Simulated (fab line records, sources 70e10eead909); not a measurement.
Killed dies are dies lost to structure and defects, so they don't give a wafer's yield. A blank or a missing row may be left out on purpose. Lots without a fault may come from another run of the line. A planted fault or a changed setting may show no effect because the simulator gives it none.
Which tool did it? | flow nand_harc | 24 lots, 72 wafers sampled, at 6 steps of a route of 1302

WHAT THE GAUGES READ, wafer by wafer
The record holds no reading of a measuring or inspecting step that can be judged against a usual standard deviation.

WHICH TOOL RAN EACH LOT (tool, then ch and the chambers of the sampled wafers, then the start)
lot  | NHARC_A_CONTACT_ETCH_120             | NHARC_A_CONTACT_ETCH_123             | NHARC_A_CONTACT_ETCH_78                       | NHARC_A_CONTACT_ETCH_130             | NHARC_A_CONTACT_ETCH_89        | NHARC_A_CONTACT_ETCH_30
L074 | har_cap_etch-02 ch 0,1, day 21 23:49 | har_cap_etch-02 ch 0,1, day 22 00:19 | rie_diel-02 ch 0,1, day 22 11:16 or earlier   | har_cap_etch-03 ch 1, day 22 11:16   | rie_diel-02 ch 2,3, no start   | rie_diel-02 ch 1,2,3, no start
L075 | har_cap_etch-03 ch 0,1, day 22 01:10 | har_cap_etch-03 ch 0,1, day 22 01:41 | rie_diel-08 ch 0,1,3, day 22 12:44 or earlier | har_cap_etch-01 ch 0,1, day 22 12:44 | rie_diel-02 ch 0,1,2, no start | rie_diel-02 ch 1,2,3, no start
L076 | har_cap_etch-02 ch 0, day 22 10:40   | har_cap_etch-02 ch 0, day 22 11:14   | rie_diel-08 ch 0,1,3, day 22 21:13 or earlier | har_cap_etch-01 ch 0, day 22 21:13   | rie_diel-04 ch 1,3, no start   | rie_diel-04 ch 0,2,3, no start
L078 | har_cap_etch-02 ch 0,1, day 22 20:01 | har_cap_etch-02 ch 0,1, day 22 20:38 | rie_diel-08 ch 0,2, day 23 07:07 or earlier   | har_cap_etch-03 ch 0,1, day 23 07:07 | rie_diel-08 ch 2,3, no start   | rie_diel-08 ch 0,1, no start
L077 | har_cap_etch-01 ch 0,1, day 23 04:20 | har_cap_etch-01 ch 0,1, day 23 04:58 | rie_diel-08 ch 2,3, day 23 15:11 or earlier   | har_cap_etch-02 ch 0,1, day 23 15:11 | rie_diel-04 ch 1,2, no start   | rie_diel-04 ch 0,1,2, no start
L079 | har_cap_etch-02 ch 0,1, day 23 04:43 | har_cap_etch-02 ch 0,1, day 23 05:24 | rie_diel-02 ch 1,2,3, day 23 15:47 or earlier | har_cap_etch-03 ch 0,1, day 23 15:47 | rie_diel-04 ch 1,2,3, no start | rie_diel-04 ch 0,2,3, no start
L080 | har_cap_etch-03 ch 0,1, day 24 02:17 | har_cap_etch-03 ch 0,1, day 24 02:48 | rie_diel-08 ch 2,3, day 24 15:48 or earlier   | har_cap_etch-02 ch 0,1, day 24 15:48 | rie_diel-02 ch 1,3, no start   | rie_diel-02 ch 0,2,3, no start
L081 | har_cap_etch-01 ch 0,1, day 24 09:39 | har_cap_etch-01 ch 0,1, day 24 10:16 | rie_diel-08 ch 0,2,3, day 24 23:30 or earlier | har_cap_etch-01 ch 0,1, day 24 23:30 | rie_diel-08 ch 0,2, no start   | rie_diel-08 ch 0,2,3, no start
L082 | har_cap_etch-03 ch 0,1, day 24 19:44 | har_cap_etch-03 ch 0,1, day 24 20:25 | rie_diel-04 ch 0,1, day 25 05:47 or earlier   | har_cap_etch-02 ch 0,1, day 25 05:47 | rie_diel-08 ch 0,2,3, no start | rie_diel-08 ch 2,3, no start
L083 | har_cap_etch-03 ch 0,1, day 25 00:52 | har_cap_etch-03 ch 0,1, day 25 01:22 | rie_diel-04 ch 0,1,2, day 25 12:43 or earlier | har_cap_etch-02 ch 0,1, day 25 12:43 | rie_diel-08 ch 1,2,3, no start | rie_diel-08 ch 1,2,3, no start
L084 | har_cap_etch-03 ch 0,1, day 25 10:13 | har_cap_etch-03 ch 0,1, day 25 10:43 | rie_diel-08 ch 0,1, day 25 19:31 or earlier   | har_cap_etch-03 ch 0, day 25 19:31   | rie_diel-04 ch 0,1,3, no start | rie_diel-04 ch 2,3, no start
L085 | har_cap_etch-01 ch 0,1, day 26 04:08 | har_cap_etch-01 ch 0,1, day 26 04:59 | rie_diel-08 ch 0,1, day 26 13:53 or earlier   | har_cap_etch-03 ch 0,1, day 26 13:53 | rie_diel-08 ch 1,2, no start   | rie_diel-08 ch 0,1, no start
L086 | har_cap_etch-02 ch 0,1, day 26 09:43 | har_cap_etch-02 ch 0,1, day 26 10:17 | rie_diel-04 ch 2,3, day 26 23:57 or earlier   | har_cap_etch-01 ch 0,1, day 26 23:57 | rie_diel-02 ch 0,3, no start   | rie_diel-02 ch 0,1, no start
L087 | har_cap_etch-03 ch 0,1, day 27 06:14 | har_cap_etch-03 ch 0,1, day 27 06:44 | rie_diel-02 ch 1,2,3, day 27 15:35 or earlier | har_cap_etch-03 ch 0,1, day 27 15:35 | rie_diel-02 ch 2,3, no start   | rie_diel-02 ch 1,3, no start
L088 | har_cap_etch-02 ch 0,1, day 27 14:22 | har_cap_etch-02 ch 0,1, day 27 15:12 | rie_diel-08 ch 0,2, day 28 00:22 or earlier   | har_cap_etch-02 ch 0,1, day 28 00:22 | rie_diel-02 ch 0,2,3, no start | rie_diel-02 ch 1,3, no start
L089 | har_cap_etch-01 ch 0,1, day 27 22:32 | har_cap_etch-01 ch 0,1, day 27 23:10 | rie_diel-08 ch 1,2, day 28 09:11 or earlier   | har_cap_etch-02 ch 0,1, day 28 09:11 | rie_diel-04 ch 0,3, no start   | rie_diel-04 ch 1,2,3, no start
L090 | har_cap_etch-03 ch 0,1, day 28 14:15 | har_cap_etch-03 ch 0,1, day 28 14:49 | rie_diel-04 ch 0,2, day 29 01:31 or earlier   | har_cap_etch-02 ch 0, day 29 01:31   | rie_diel-02 ch 1,2,3, no start | rie_diel-02 ch 1,2,3, no start
L091 | har_cap_etch-01 ch 0, day 28 14:28   | har_cap_etch-01 ch 0, day 28 15:02   | rie_diel-02 ch 0,1,3, day 29 03:07 or earlier | har_cap_etch-03 ch 0,1, day 29 03:07 | rie_diel-08 ch 1,2, no start   | rie_diel-08 ch 1,2,3, no start
L093 | har_cap_etch-03 ch 0,1, day 29 01:01 | har_cap_etch-03 ch 0,1, day 29 01:35 | rie_diel-08 ch 1,2,3, day 29 13:21 or earlier | har_cap_etch-03 ch 0,1, day 29 13:21 | rie_diel-08 ch 0,1,3, no start | rie_diel-08 ch 0,2,3, no start
L092 | har_cap_etch-01 ch 0,1, day 29 01:26 | har_cap_etch-01 ch 0,1, day 29 02:04 | rie_diel-04 ch 1,2, day 29 12:49 or earlier   | har_cap_etch-02 ch 0,1, day 29 12:49 | rie_diel-04 ch 0,2, no start   | rie_diel-04 ch 2,3, no start
L094 | har_cap_etch-01 ch 0,1, day 29 11:23 | har_cap_etch-01 ch 0,1, day 29 12:01 | rie_diel-02 ch 0,1, day 29 22:16 or earlier   | har_cap_etch-03 ch 0,1, day 29 22:16 | rie_diel-08 ch 0,1,3, no start | rie_diel-08 ch 2,3, no start
L096 | har_cap_etch-03 ch 0,1, day 30 11:20 | har_cap_etch-03 ch 0,1, day 30 11:50 | rie_diel-08 ch 0,2,3, day 30 20:47 or earlier | har_cap_etch-01 ch 1, day 30 20:47   | rie_diel-08 ch 1,2,3, no start | rie_diel-08 ch 1,3, no start
L095 | har_cap_etch-02 ch 0,1, day 30 12:15 | har_cap_etch-02 ch 0,1, day 30 12:49 | rie_diel-08 ch 1,2, day 30 23:09 or earlier   | har_cap_etch-03 ch 0,1, day 30 23:09 | rie_diel-04 ch 0,1, no start   | rie_diel-04 ch 0,3, no start
L097 | har_cap_etch-03 ch 0,1, day 31 12:39 | har_cap_etch-03 ch 0,1, day 31 13:13 | rie_diel-08 ch 1,2,3, day 31 23:53 or earlier | har_cap_etch-01 ch 0, day 31 23:53   | rie_diel-04 ch 0,3, no start   | rie_diel-04 ch 0,1,3, no start
- NHARC_A_CONTACT_ETCH_120: etches the open film in C4F8/O2/Ar, time 190 s, target depth 1850 nm.
- NHARC_A_CONTACT_ETCH_123: etches the open film in C4F8/O2/Ar, time 490 s, target depth 2110 nm.
- NHARC_A_CONTACT_ETCH_78: etches the open film in O2/COS, target depth 5300 nm, time 1378 s.
- NHARC_A_CONTACT_ETCH_130: etches the open film in C4F8/O2/Ar, time 197 s, target depth 1918 nm.
- NHARC_A_CONTACT_ETCH_89: etches the open film in N2/H2, target depth 260 nm, time 475.3 s.
- NHARC_A_CONTACT_ETCH_30: etches the open film in CF4/CHF3, target depth 72.6 nm, time 36.3 s.

WHAT THE TOOLS THEMSELVES READ (means of the sampled wafers that have a number; where no wafer has one, the mark that the record gives instead)
NHARC_A_CONTACT_ETCH_78. Usual: drypump_motor_current_A 5.8 A, standard deviation 0.44; oes_product_au 1.000 a.u., standard deviation 0.0092; rf_vpp_V 314.1 V, standard deviation 2; showerhead_plenum_p_Torr 3.13 Torr, standard deviation 0.14; throttle_valve_pct 28.330 %, standard deviation 0.0095.
lot  | tool        | drypump_motor_current_A (A) | oes_product_au (a.u.) | rf_vpp_V (V) | showerhead_plenum_p_Torr (Torr) | throttle_valve_pct (%) | flag
L074 | rie_diel-02 | 5.6                         | 0.993                 | 313.8        | 3.14                            | 28.325                 |
L075 | rie_diel-08 | 6.1                         | 0.998                 | 313.7        | 3.12                            | 28.327                 |
L076 | rie_diel-08 | 6.0                         | 1.004                 | 313.6        | 3.12                            | 28.334                 |
L078 | rie_diel-08 | 5.7                         | 1.006                 | 314.7        | 3.19                            | 28.333                 |
L077 | rie_diel-08 | 5.6                         | 0.999                 | 312.2        | 3.00                            | 28.327                 |
L079 | rie_diel-02 | 5.4                         | 1.010                 | 314.0        | 3.14                            | 28.325                 |
L080 | rie_diel-08 | 5.5                         | 0.988                 | 313.2        | 3.05                            | 28.332                 |
L081 | rie_diel-08 | 5.8                         | 0.999                 | 313.6        | 3.14                            | 28.334                 |
L082 | rie_diel-04 | 5.8                         | 1.005                 | 315.1        | 3.24                            | 28.331                 |
L083 | rie_diel-04 | 5.9                         | 0.995                 | 315.4        | 3.23                            | 28.328                 |
L084 | rie_diel-08 | 6.2                         | 1.001                 | 315.0        | 3.26                            | 28.326                 |
L085 | rie_diel-08 | 6.2                         | 1.002                 | 316.1        | 3.25                            | 28.330                 |
L086 | rie_diel-04 | 6.2                         | 0.996                 | 317.0        | 3.31                            | 28.335                 |
L087 | rie_diel-02 | 5.4                         | 1.001                 | 313.6        | 3.12                            | 28.321                 |
L088 | rie_diel-08 | 5.7                         | 0.998                 | 313.4        | 3.18                            | 28.336                 |
L089 | rie_diel-08 | 5.7                         | 0.991                 | 313.8        | 3.06                            | 28.332                 |
L090 | rie_diel-04 | 5.6                         | 1.008                 | 313.9        | 3.12                            | 28.338                 |
L091 | rie_diel-02 | 5.8                         | 0.990                 | 313.9        | 3.14                            | 28.324                 |
L093 | rie_diel-08 | 5.7                         | 0.995                 | 312.8        | 3.02                            | 28.341                 |
L092 | rie_diel-04 | 6.1                         | 0.998                 | 316.6        | 3.32                            | 28.327                 |
L094 | rie_diel-02 | 6.2                         | 0.995                 | 313.5        | 3.14                            | 28.337                 |
L096 | rie_diel-08 | 5.8                         | 1.012                 | 314.1        | 3.12                            | 28.329                 |
L095 | rie_diel-08 | 5.5                         | 1.003                 | 313.9        | 3.07                            | 28.322                 |
L097 | rie_diel-08 | 5.7                         | 0.998                 | 313.2        | 3.02                            | 28.336                 |

NHARC_A_CONTACT_ETCH_89. Usual: drypump_motor_current_A 5.8 A, standard deviation 0.44; h2_flow_sccm 149.9 sccm, standard deviation 0.42; oes_product_au 0.999 a.u., standard deviation 0.0091; rf_vpp_V 431.2 V, standard deviation 2.6; showerhead_plenum_p_Torr 2.06 Torr, standard deviation 0.095; throttle_valve_pct 14.172 %, standard deviation 0.0082.
lot  | tool        | drypump_motor_current_A (A) | h2_flow_sccm (sccm) | oes_product_au (a.u.) | rf_vpp_V (V) | showerhead_plenum_p_Torr (Torr) | throttle_valve_pct (%) | flag
L074 | rie_diel-02 | 5.6                         | 149.7               | 1.011                 | 432.0        | 2.08                            | 14.177                 |
L075 | rie_diel-02 | 5.8                         | 150.0               | 0.993                 | 430.2        | 2.05                            | 14.168                 |
L076 | rie_diel-04 | 6.0                         | 150.0               | 0.994                 | 434.7        | 2.18                            | 14.172                 |
L078 | rie_diel-08 | 5.6                         | 149.9               | 0.995                 | 429.0        | 1.95                            | 14.169                 |
L077 | rie_diel-04 | 6.2                         | 150.3               | 0.990                 | 436.0        | 2.20                            | 14.171                 |
L079 | rie_diel-04 | 6.1                         | 149.6               | 0.992                 | 434.2        | 2.18                            | 14.167                 |
L080 | rie_diel-02 | 5.4                         | 149.9               | 0.996                 | 431.1        | 2.07                            | 14.178                 |
L081 | rie_diel-08 | 5.7                         | 149.7               | 1.006                 | 431.5        | 2.09                            | 14.169                 |
L082 | rie_diel-08 | 5.8                         | 150.0               | 1.000                 | 431.7        | 2.05                            | 14.183                 |
L083 | rie_diel-08 | 5.7                         | 150.2               | 0.996                 | 428.6        | 1.98                            | 14.169                 |
L084 | rie_diel-04 | 5.8                         | 149.7               | 1.004                 | 432.7        | 2.10                            | 14.172                 |
L085 | rie_diel-08 | 5.7                         | 150.1               | 0.993                 | 430.3        | 2.00                            | 14.181                 |
L086 | rie_diel-02 | 6.3                         | 149.7               | 1.000                 | 431.8        | 2.08                            | 14.179                 |
L087 | rie_diel-02 | 5.6                         | 150.2               | 0.999                 | 431.4        | 2.06                            | 14.168                 |
L088 | rie_diel-02 | 5.9                         | 149.8               | 1.002                 | 430.8        | 2.06                            | 14.171                 |
L089 | rie_diel-04 | 5.6                         | 150.1               | 1.004                 | 430.3        | 2.03                            | 14.172                 |
L090 | rie_diel-02 | 5.4                         | 149.8               | 0.999                 | 430.3        | 2.04                            | 14.175                 |
L091 | rie_diel-08 | 5.7                         | 149.9               | 0.996                 | 429.2        | 1.99                            | 14.171                 |
L093 | rie_diel-08 | 6.0                         | 149.8               | 1.011                 | 430.2        | 2.03                            | 14.176                 |
L092 | rie_diel-04 | 6.0                         | 150.0               | 1.005                 | 432.0        | 2.11                            | 14.167                 |
L094 | rie_diel-08 | 6.0                         | 149.6               | 1.006                 | 430.1        | 2.03                            | 14.176                 |
L096 | rie_diel-08 | 5.7                         | 150.2               | 1.004                 | 427.9        | 1.97                            | 14.170                 |
L095 | rie_diel-04 | 5.8                         | 150.1               | 0.999                 | 432.2        | 2.11                            | 14.171                 |
L097 | rie_diel-04 | 5.6                         | 150.2               | 1.001                 | 429.7        | 2.02                            | 14.167                 |

NHARC_A_CONTACT_ETCH_30. Usual: drypump_motor_current_A 5.8 A, standard deviation 0.47; oes_product_au 0.933 a.u., standard deviation 0.019; rf_vpp_V 371.2 V, standard deviation 2.5; showerhead_plenum_p_Torr 1.59 Torr, standard deviation 0.067; throttle_valve_pct 16.802 %, standard deviation 0.0083.
lot  | tool        | drypump_motor_current_A (A) | oes_product_au (a.u.) | rf_vpp_V (V) | showerhead_plenum_p_Torr (Torr) | throttle_valve_pct (%) | flag
L074 | rie_diel-02 | 5.4                         | 0.925                 | 370.7        | 1.58                            | 16.795                 |
L075 | rie_diel-02 | 5.4                         | 0.952                 | 371.3        | 1.58                            | 16.796                 |
L076 | rie_diel-04 | 5.9                         | 0.922                 | 372.1        | 1.62                            | 16.802                 |
L078 | rie_diel-08 | 6.1                         | 0.925                 | 370.3        | 1.59                            | 16.817                 |
L077 | rie_diel-04 | 5.9                         | 0.966                 | 372.1        | 1.63                            | 16.801                 |
L079 | rie_diel-04 | 5.9                         | 0.962                 | 371.9        | 1.62                            | 16.798                 |
L080 | rie_diel-02 | 5.9                         | 0.928                 | 371.6        | 1.60                            | 16.807                 |
L081 | rie_diel-08 | 5.8                         | 0.923                 | 370.7        | 1.58                            | 16.807                 |
L082 | rie_diel-08 | 5.6                         | 0.921                 | 369.3        | 1.51                            | 16.804                 |
L083 | rie_diel-08 | 5.7                         | 0.910                 | 367.8        | 1.53                            | 16.799                 |
L084 | rie_diel-04 | 6.2                         | 0.916                 | 373.8        | 1.67                            | 16.802                 |
L085 | rie_diel-08 | 6.2                         | 0.924                 | 372.9        | 1.64                            | 16.803                 |
L086 | rie_diel-02 | 5.6                         | 0.960                 | 370.5        | 1.57                            | 16.794                 |
L087 | rie_diel-02 | 5.4                         | 0.928                 | 370.5        | 1.58                            | 16.799                 |
L088 | rie_diel-02 | 5.4                         | 0.930                 | 370.7        | 1.58                            | 16.796                 |
L089 | rie_diel-04 | 6.1                         | 0.922                 | 373.6        | 1.66                            | 16.801                 |
L090 | rie_diel-02 | 5.4                         | 0.918                 | 370.7        | 1.57                            | 16.798                 |
L091 | rie_diel-08 | 5.7                         | 0.927                 | 370.2        | 1.52                            | 16.805                 |
L093 | rie_diel-08 | 5.8                         | 0.938                 | 370.1        | 1.57                            | 16.805                 |
L092 | rie_diel-04 | 6.2                         | 0.925                 | 374.1        | 1.66                            | 16.800                 |
L094 | rie_diel-08 | 5.6                         | 0.929                 | 367.9        | 1.50                            | 16.805                 |
L096 | rie_diel-08 | 5.8                         | 0.929                 | 368.6        | 1.49                            | 16.804                 |
L095 | rie_diel-04 | 5.5                         | 0.966                 | 370.0        | 1.56                            | 16.797                 |
L097 | rie_diel-04 | 5.8                         | 0.928                 | 371.6        | 1.61                            | 16.804                 |

THE ANSWER, worked out from the rows above alone
Rule: a lot is off if the mean of its wafers that have a number lies more than 3 standard deviations from the usual mean. A lot without any number at a reading at which 4 lots or more have one is off too. The other lots that the step has rows for count as sound. The gauges are gone through in route order, then the tools' own readings, and for those a lot's mean is taken as printed above. The first step at which some lot is off is used, and at that step the reading that is off furthest; a lot without a number counts as furthest.
No lot is off at any reading shown: from this, nothing can be told.

WHAT THE SIMULATOR HAD PUT IN
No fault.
